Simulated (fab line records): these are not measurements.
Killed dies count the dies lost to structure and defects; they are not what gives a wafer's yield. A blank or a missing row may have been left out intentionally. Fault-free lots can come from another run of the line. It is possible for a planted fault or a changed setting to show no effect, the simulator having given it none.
Chamber matching -- flow n5-finfet -- ald-metal-02 running N5_BEOL_M11_ALD_74: 4 sister chambers
The step deposits TaN, target thk 2 nm, pulse time 2 s, purge time 3 s. 4 wafers are shown with their chamber, then 7 later ones without.

== WAFERS PAIRED WITH THEIR CHAMBERS ==
wafer,chamber,heater-power-w (W)
L089.3,1,402
L090.3,0,450
L092.1,2,381
L092.2,3,444

== WAFERS WITH NO CHAMBER GIVEN ==
wafer,heater-power-w (W)
L092.4,444
L094.3,440
L094.4,405
L094.6,371
L097.2,449
L097.4,441
L097.6,367

== WHICH CHAMBER EACH ONE RAN IN ==
wafer,from the rows above,in truth
L092.4,can't be placed: 3 or 0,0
L094.3,can't be placed: 3 or 0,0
L094.4,1,1
L094.6,2,2
L097.2,can't be placed: 0 or 3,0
L097.4,can't be placed: 3 or 0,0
L097.6,2,2
Correctly placed: 3 of 7. From these rows, 4 cannot be placed; in 4 the true chamber is one of the candidates. 0 placed wrongly.
How it was worked out, from the rows above alone: a wafer's distance from a chamber is the root of the sum, over the readings, of the square of ((its reading less the chamber's mean) divided by the reading's scatter). The wafer belongs to the nearest chamber; if the next one is less than 2 further off, it can't be placed. A chamber's mean is the mean of its shown wafers. The scatter: with one shown wafer a chamber, the root of the mean of the squares of how far each hidden wafer lies from its nearest shown one.
